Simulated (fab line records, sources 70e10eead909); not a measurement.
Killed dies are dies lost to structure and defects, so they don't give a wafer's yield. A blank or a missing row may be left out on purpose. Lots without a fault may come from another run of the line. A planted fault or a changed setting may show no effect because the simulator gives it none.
Which tool did it? | flow nand_harc | 6 lots, 18 wafers sampled, at 5 steps of a route of 1159

WHAT THE GAUGES READ, wafer by wafer
NHARC_END_SORT_01.
lot  | measured     | on        | defect_limited_yield (%)
L584 | day 22 23:04 | prober-02 | 95.1 96.6 94.2

WHICH TOOL RAN EACH LOT (tool, then ch and the chambers of the sampled wafers, then the start)
lot  | NHARC_A_M1_ETCH_28                            | NHARC_A_M1_PRE_CLEAN_30                 | NHARC_A_M1_PVD_21                       | NHARC_A_BONDPAD_SOFTBAKE_04
L572 | rie_diel-06 ch 0,1,2, day 18 07:00 or earlier | pvd_sputter-01, day 18 07:00 or earlier | pvd_sputter-01, day 18 07:00 or earlier | litho_track-03 ch 0, day 18 07:00
L576 | rie_diel-03 ch 0,1,3, day 18 23:00 or earlier | pvd_sputter-01, day 18 23:00 or earlier | pvd_sputter-01, day 18 23:00 or earlier | litho_track-03 ch 0, day 18 23:00
L579 | rie_diel-01 ch 0,1,2, day 20 07:00 or earlier | pvd_sputter-01, day 20 07:00 or earlier | pvd_sputter-01, day 20 07:00 or earlier | litho_track-02 ch 0, day 20 07:00
L584 | rie_diel-03 ch 1,2, day 21 15:00 or earlier   | pvd_sputter-02, day 21 15:00 or earlier | pvd_sputter-02, day 21 15:00 or earlier | litho_track-02 ch 0, day 21 15:00
L590 | rie_diel-01 ch 0,2, day 22 21:00 or earlier   | pvd_sputter-02, day 22 21:00 or earlier | pvd_sputter-02, day 22 21:00 or earlier | litho_track-03 ch 0, day 22 21:00
L593 | rie_diel-01 ch 1,2,3, day 23 11:00 or earlier | pvd_sputter-01, day 23 11:00 or earlier | pvd_sputter-01, day 23 11:00 or earlier | litho_track-03 ch 0, day 23 11:00
- NHARC_A_M1_ETCH_28: etches the open film in CF4/N2, target depth 30 nm, time 72.99 s.
- NHARC_A_M1_PRE_CLEAN_30: time 30 s.
- NHARC_A_M1_PVD_21: deposits Cu, target thk 30 nm, time 20.49 s.
- NHARC_A_BONDPAD_SOFTBAKE_04: time 70 s.

THE ANSWER, worked out from the rows above alone
Rule: what is usual is taken from the lots themselves. Put in order of their means at a reading, lots are off if they are a third of the lots or fewer, leave a main group of 4 or more, and stand apart from it by a gap of 3 or more times the standard deviation of the main group's means; of several such gaps the widest counts. A main group whose means are all the same, to the digits that the tables above print for the reading, isn't used. A lot without any number at a reading at which 4 lots or more have one is off too. The other lots that the step has rows for count as sound.
No lot is off at any reading shown: from this, nothing can be told.

WHAT THE SIMULATOR HAD PUT IN
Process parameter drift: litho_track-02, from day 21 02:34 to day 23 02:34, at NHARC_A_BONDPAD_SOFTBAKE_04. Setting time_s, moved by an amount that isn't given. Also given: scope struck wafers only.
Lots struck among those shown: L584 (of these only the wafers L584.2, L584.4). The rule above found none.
